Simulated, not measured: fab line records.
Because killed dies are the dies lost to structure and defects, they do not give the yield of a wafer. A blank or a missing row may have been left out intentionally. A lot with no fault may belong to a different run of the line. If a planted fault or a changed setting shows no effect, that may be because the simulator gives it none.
Chamber matching :: flow n5_finfet :: N5_FIN_SAQP_ETCH_64 on rie_si-01: 4 sister chambers
The step etches SiO2 in CF4, target depth 1.5 nm. 14 wafers are shown with their chamber, then 7 later ones without.

## WAFERS PAIRED WITH THEIR CHAMBERS
wafer: L358.2
chamber: 1
throttle_valve_pct (%): 21.3
drypump_motor_current_A (A): 5.8
oes_product_au (a.u.): 1.015

wafer: L358.3
chamber: 0
throttle_valve_pct (%): 22.2
drypump_motor_current_A (A): 6.1
oes_product_au (a.u.): 0.992

wafer: L358.5
chamber: 1
throttle_valve_pct (%): 21.3
drypump_motor_current_A (A): 5.8
oes_product_au (a.u.): 1.002

wafer: L359.2
chamber: 1
throttle_valve_pct (%): 21.3
drypump_motor_current_A (A): 5.8
oes_product_au (a.u.): 0.998

wafer: L359.3
chamber: 3
throttle_valve_pct (%): 21.9
drypump_motor_current_A (A): 5.8
oes_product_au (a.u.): 1.001

wafer: L359.6
chamber: 1
throttle_valve_pct (%): 21.3
drypump_motor_current_A (A): 5.8
oes_product_au (a.u.): 1.009

wafer: L361.4
chamber: 1
throttle_valve_pct (%): 21.3
drypump_motor_current_A (A): 5.8
oes_product_au (a.u.): 1.003

wafer: L361.5
chamber: 0
throttle_valve_pct (%): 22.2
drypump_motor_current_A (A): 6.1
oes_product_au (a.u.): 0.980

wafer: L361.6
chamber: 3
throttle_valve_pct (%): 22.0
drypump_motor_current_A (A): 5.8
oes_product_au (a.u.): 0.989

wafer: L371.3
chamber: 3
throttle_valve_pct (%): 22.0
drypump_motor_current_A (A): 5.8
oes_product_au (a.u.): 0.997

wafer: L371.5
chamber: 1
throttle_valve_pct (%): 21.3
drypump_motor_current_A (A): 5.8
oes_product_au (a.u.): 1.007

wafer: L371.6
chamber: 2
throttle_valve_pct (%): 21.7
drypump_motor_current_A (A): 6.5
oes_product_au (a.u.): 1.007

wafer: L372.1
chamber: 2
throttle_valve_pct (%): 21.7
drypump_motor_current_A (A): 6.5
oes_product_au (a.u.): 1.004

wafer: L372.4
chamber: 3
throttle_valve_pct (%): 21.9
drypump_motor_current_A (A): 5.9
oes_product_au (a.u.): 0.998

SIGNATURES, as means of the wafers listed above
reading: throttle_valve_pct
chamber 0: 22.200
chamber 1: 21.300
chamber 2: 21.700
chamber 3: 21.950
scatter within a chamber: 0.0316

reading: drypump_motor_current_A
chamber 0: 6.100
chamber 1: 5.800
chamber 2: 6.500
chamber 3: 5.825
scatter within a chamber: 0.0274

reading: oes_product_au
chamber 0: 0.98600
chamber 1: 1.00567
chamber 2: 1.00550
chamber 3: 0.99625
scatter within a chamber: 0.00578
Rule: distance of a wafer from a chamber = root of the sum over the readings of ((wafer's reading minus chamber's mean) / reading's scatter) squared. The wafer belongs to the nearest chamber; if the next one is less than 2 further off, it can't be placed. How the scatter is found: for the shown wafers, subtract from each reading the mean of its chamber, square and add these, divide the total by (wafers less chambers), then take the root.

## WAFERS WITHOUT THEIR CHAMBER
wafer: L372.5
throttle_valve_pct (%): 22.2
drypump_motor_current_A (A): 6.1
oes_product_au (a.u.): 0.980

wafer: L377.1
throttle_valve_pct (%): 21.9
drypump_motor_current_A (A): 5.8
oes_product_au (a.u.): 0.994

wafer: L377.4
throttle_valve_pct (%): 21.7
drypump_motor_current_A (A): 6.5
oes_product_au (a.u.): 1.011

wafer: L377.6
throttle_valve_pct (%): 22.0
drypump_motor_current_A (A): 5.8
oes_product_au (a.u.): 0.989

wafer: L378.1
throttle_valve_pct (%): 21.9
drypump_motor_current_A (A): 5.8
oes_product_au (a.u.): 1.001

wafer: L378.2
throttle_valve_pct (%): 22.2
drypump_motor_current_A (A): 6.1
oes_product_au (a.u.): 0.977

wafer: L378.3
throttle_valve_pct (%): 21.3
drypump_motor_current_A (A): 5.8
oes_product_au (a.u.): 0.999

## CHAMBER TAKEN BY EACH
wafer: L372.5
from the rows above: 0
in truth: 0

wafer: L377.1
from the rows above: 3
in truth: 3

wafer: L377.4
from the rows above: 2
in truth: 2

wafer: L377.6
from the rows above: 3
in truth: 3

wafer: L378.1
from the rows above: 3
in truth: 3

wafer: L378.2
from the rows above: 0
in truth: 0

wafer: L378.3
from the rows above: 1
in truth: 1
7 of 7 placed correctly. Number that these rows cannot place: 0. Number placed wrongly: 0.
